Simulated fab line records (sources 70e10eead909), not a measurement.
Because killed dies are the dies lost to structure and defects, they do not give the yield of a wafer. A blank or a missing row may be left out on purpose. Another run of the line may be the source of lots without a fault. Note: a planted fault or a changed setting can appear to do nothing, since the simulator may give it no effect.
Chamber matching || flow nand_harc || NHARC_P_M1_PRE_CLEAN_32 on pecvd-04 has 3 sister chambers
The step time 12 s. 24 wafers are shown with their chamber, then 12 later ones without.

== WAFERS, EACH WITH ITS CHAMBER ==
{"wafer": "L074.3", "chamber": 0, "heater_power_w (W)": 680, "susceptor_temp_C (C)": 370.25}
{"wafer": "L074.4", "chamber": 0, "heater_power_w (W)": 684, "susceptor_temp_C (C)": 369.91}
{"wafer": "L074.6", "chamber": 1, "heater_power_w (W)": 563, "susceptor_temp_C (C)": 370.03}
{"wafer": "L076.1", "chamber": 0, "heater_power_w (W)": 581, "susceptor_temp_C (C)": 369.56}
{"wafer": "L076.2", "chamber": 1, "heater_power_w (W)": 560, "susceptor_temp_C (C)": 369.94}
{"wafer": "L076.5", "chamber": 0, "heater_power_w (W)": 601, "susceptor_temp_C (C)": 369.90}
{"wafer": "L077.2", "chamber": 1, "heater_power_w (W)": 660, "susceptor_temp_C (C)": 369.96}
{"wafer": "L077.3", "chamber": 2, "heater_power_w (W)": 632, "susceptor_temp_C (C)": 369.97}
{"wafer": "L077.4", "chamber": 0, "heater_power_w (W)": 693, "susceptor_temp_C (C)": 369.89}
{"wafer": "L080.1", "chamber": 2, "heater_power_w (W)": 699, "susceptor_temp_C (C)": 370.38}
{"wafer": "L080.2", "chamber": 0, "heater_power_w (W)": 702, "susceptor_temp_C (C)": 370.13}
{"wafer": "L080.3", "chamber": 1, "heater_power_w (W)": 659, "susceptor_temp_C (C)": 370.00}
{"wafer": "L082.1", "chamber": 2, "heater_power_w (W)": 711, "susceptor_temp_C (C)": 369.71}
{"wafer": "L082.3", "chamber": 1, "heater_power_w (W)": 625, "susceptor_temp_C (C)": 370.21}
{"wafer": "L082.6", "chamber": 0, "heater_power_w (W)": 709, "susceptor_temp_C (C)": 370.01}
{"wafer": "L084.1", "chamber": 0, "heater_power_w (W)": 611, "susceptor_temp_C (C)": 370.03}
{"wafer": "L084.4", "chamber": 1, "heater_power_w (W)": 604, "susceptor_temp_C (C)": 369.80}
{"wafer": "L084.5", "chamber": 0, "heater_power_w (W)": 628, "susceptor_temp_C (C)": 370.08}
{"wafer": "L088.1", "chamber": 2, "heater_power_w (W)": 660, "susceptor_temp_C (C)": 370.37}
{"wafer": "L088.3", "chamber": 0, "heater_power_w (W)": 688, "susceptor_temp_C (C)": 369.96}
{"wafer": "L088.5", "chamber": 0, "heater_power_w (W)": 679, "susceptor_temp_C (C)": 370.10}
{"wafer": "L090.1", "chamber": 0, "heater_power_w (W)": 732, "susceptor_temp_C (C)": 370.19}
{"wafer": "L090.2", "chamber": 1, "heater_power_w (W)": 598, "susceptor_temp_C (C)": 369.99}
{"wafer": "L090.6", "chamber": 1, "heater_power_w (W)": 613, "susceptor_temp_C (C)": 369.84}

SIGNATURES (averages over the wafers above)
{"reading": "heater_power_w", "chamber 0": 665.67, "chamber 1": 610.25, "chamber 2": 675.50, "scatter within a chamber": 43.3}
{"reading": "susceptor_temp_C", "chamber 0": 370.0008, "chamber 1": 369.9712, "chamber 2": 370.1075, "scatter within a chamber": 0.194}
Rule: a wafer's distance from a chamber is the root of the sum, over the readings, of the square of ((its reading less the chamber's mean) divided by the reading's scatter). The wafer belongs to the nearest chamber; if the next one is less than 2 further off, it can't be placed. How the scatter is found: for the shown wafers, subtract from each reading the mean of its chamber, square and add these, divide the total by (wafers less chambers), then take the root.

== WAFERS WITH NO CHAMBER GIVEN ==
{"wafer": "L092.4", "heater_power_w (W)": 672, "susceptor_temp_C (C)": 370.20}
{"wafer": "L092.5", "heater_power_w (W)": 660, "susceptor_temp_C (C)": 370.00}
{"wafer": "L092.6", "heater_power_w (W)": 600, "susceptor_temp_C (C)": 370.13}
{"wafer": "L093.3", "heater_power_w (W)": 522, "susceptor_temp_C (C)": 369.82}
{"wafer": "L093.4", "heater_power_w (W)": 650, "susceptor_temp_C (C)": 370.16}
{"wafer": "L093.5", "heater_power_w (W)": 629, "susceptor_temp_C (C)": 369.99}
{"wafer": "L096.2", "heater_power_w (W)": 714, "susceptor_temp_C (C)": 369.73}
{"wafer": "L096.3", "heater_power_w (W)": 535, "susceptor_temp_C (C)": 370.01}
{"wafer": "L096.4", "heater_power_w (W)": 721, "susceptor_temp_C (C)": 370.02}
{"wafer": "L097.2", "heater_power_w (W)": 619, "susceptor_temp_C (C)": 369.97}
{"wafer": "L097.3", "heater_power_w (W)": 698, "susceptor_temp_C (C)": 370.02}
{"wafer": "L097.6", "heater_power_w (W)": 645, "susceptor_temp_C (C)": 369.95}

== THE CHAMBER EACH PASSED THROUGH ==
{"wafer": "L092.4", "from the rows above": "can't be placed: 2 or 0 or 1", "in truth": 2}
{"wafer": "L092.5", "from the rows above": "can't be placed: 0 or 2 or 1", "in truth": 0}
{"wafer": "L092.6", "from the rows above": "can't be placed: 1 or 0 or 2", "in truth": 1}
{"wafer": "L093.3", "from the rows above": "can't be placed: 1 or 0 or 2", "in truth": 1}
{"wafer": "L093.4", "from the rows above": "can't be placed: 2 or 0 or 1", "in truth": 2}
{"wafer": "L093.5", "from the rows above": "can't be placed: 1 or 0 or 2", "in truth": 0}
{"wafer": "L096.2", "from the rows above": "can't be placed: 0 or 2 or 1", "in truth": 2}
{"wafer": "L096.3", "from the rows above": "can't be placed: 1 or 0 or 2", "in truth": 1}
{"wafer": "L096.4", "from the rows above": "can't be placed: 2 or 0 or 1", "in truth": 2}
{"wafer": "L097.2", "from the rows above": "can't be placed: 1 or 0 or 2", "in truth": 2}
{"wafer": "L097.3", "from the rows above": "can't be placed: 2 or 0 or 1", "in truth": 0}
{"wafer": "L097.6", "from the rows above": "can't be placed: 0 or 1 or 2", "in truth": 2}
0 of 12 placed correctly. Not placeable from these rows: 12 (in 12, the candidates include the true chamber). Number placed wrongly: 0.
